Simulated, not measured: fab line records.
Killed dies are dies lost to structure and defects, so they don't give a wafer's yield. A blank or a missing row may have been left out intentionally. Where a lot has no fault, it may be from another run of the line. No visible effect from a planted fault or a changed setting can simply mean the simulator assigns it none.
Comparing a struck lot with a sound one + flow nandHarc + 16 out of 1302 route steps
Sound: these wafers, L239.1, L239.4, L239.5. Struck: wafers L243.5, L243.6 (left out: L243.3, a lot-mate that was not struck); the cause follows at the end.
Per side, at each step with rows, come the tool, then ch with its chambers, and then its first start. Under that, the readings that differ: sound wafers + struck wafers + difference of the means + sigmas: that difference in standard deviations of wafers without a fault.
alike: a reading whose means differ by less than 2 such deviations, as well as words and numbers matching on both sides. not compared: withheld readings; readings where some wafer has no value; bounds like >300 that might hide an equal value; numbers whose values overlap and for which the record gives no deviation.
Wherever a step has rows on one side only, a row that says differs or no value, or a row with sigmas, the two part there. Numbers that don't overlap but have no deviation are shown without sigmas and don't part them. A reading missing from all wafers of one side parts the sides only when that side holds two or more wafers.

NHARC_A_ONON_D2_THK_MEAS_05: measures by ellipsometry.
  sound on filmMetro-02 at day 14 00:14; struck on filmMetro-02 at day 15 15:25
  alike: thkNm
next comes 1 step that has no rows for these wafers: NHARC_A_ONON_D2_DEP_06 (target thickness 1000 nm).
NHARC_A_ONON_D2_THK_MEAS_08: measures by ellipsometry.
  sound on filmMetro-02 at day 14 00:49; struck on filmMetro-01 at day 15 15:59
  alike: thkNm
next comes 1 step that has no rows for these wafers: NHARC_A_ONON_D2_DEP_09 (target thickness 1000 nm).
NHARC_A_ONON_D2_THK_MEAS_11: measures by ellipsometry.
  sound on filmMetro-02 at day 14 01:22; struck on filmMetro-02 at day 15 16:33
| reading    | sound          | struck  | difference | sigmas |
|------------|----------------|---------|------------|--------|
| thkNm (nm) | 1018 1019 1019 | 993 993 | -26        | -3     |
next comes 1 step that has no rows for these wafers: NHARC_A_ONON_D2_DEP_12 (target thickness 1000 nm).
NHARC_A_ONON_D2_THK_MEAS_14: measures by ellipsometry.
  sound on filmMetro-02 at day 14 01:57; struck on filmMetro-02 at day 15 17:08
  alike: thkNm
then, 2 steps without rows for these wafers: NHARC_A_ONON_D2_ANNEAL_15 (time 3600 s); NHARC_A_ONON_D2_DEP_16 (target thk 1000 nm).
NHARC_A_ONON_D2_THK_MEAS_18: measures by ellipsometry.
  sound on filmMetro-02 at day 14 10:06; struck on filmMetro-01 at day 16 00:31
  alike: thkNm
next comes 1 step that has no rows for these wafers: NHARC_A_ONON_D2_DEP_19 (target thickness 1000 nm).
NHARC_A_ONON_D2_THK_MEAS_21: measures by ellipsometry.
  sound on filmMetro-02 at day 14 10:40; struck on filmMetro-02 at day 16 01:04
  alike: thkNm
NHARC_A_ONON_D2_DEP_22: target thk 1000 nm.
  sound on pecvdOnon-01 ch 0, day 14 10:43; struck on pecvdOnon-04 ch 0, day 16 01:15
NHARC_A_ONON_D2_THK_MEAS_24: measures by ellipsometry.
  sound on filmMetro-02 at day 14 11:14; struck on filmMetro-01 at day 16 01:38
| reading    | sound          | struck    | difference | sigmas |
|------------|----------------|-----------|------------|--------|
| thkNm (nm) | 1007 1007 1006 | 1325 1322 | +317       | +29    |
next comes 1 step that has no rows for these wafers: NHARC_A_ONON_D2_DEP_25 (target thickness 1000 nm).
-- break in the record here, with 12 days between the starts of the struck wafers on either side (left off in module A_ONON_D2, picked up again in module END, where the first step shown is number 1302 on the route) --
NHARC_END_SORT_01:
  here the record holds rows for the struck wafers (prober-01 ch 0, day 28 08:55) but none for the sound ones

## WHERE THEY PART
First at NHARC_A_ONON_D2_THK_MEAS_11; last, within this record, at NHARC_END_SORT_01.

WHY: what had been put in by the simulator
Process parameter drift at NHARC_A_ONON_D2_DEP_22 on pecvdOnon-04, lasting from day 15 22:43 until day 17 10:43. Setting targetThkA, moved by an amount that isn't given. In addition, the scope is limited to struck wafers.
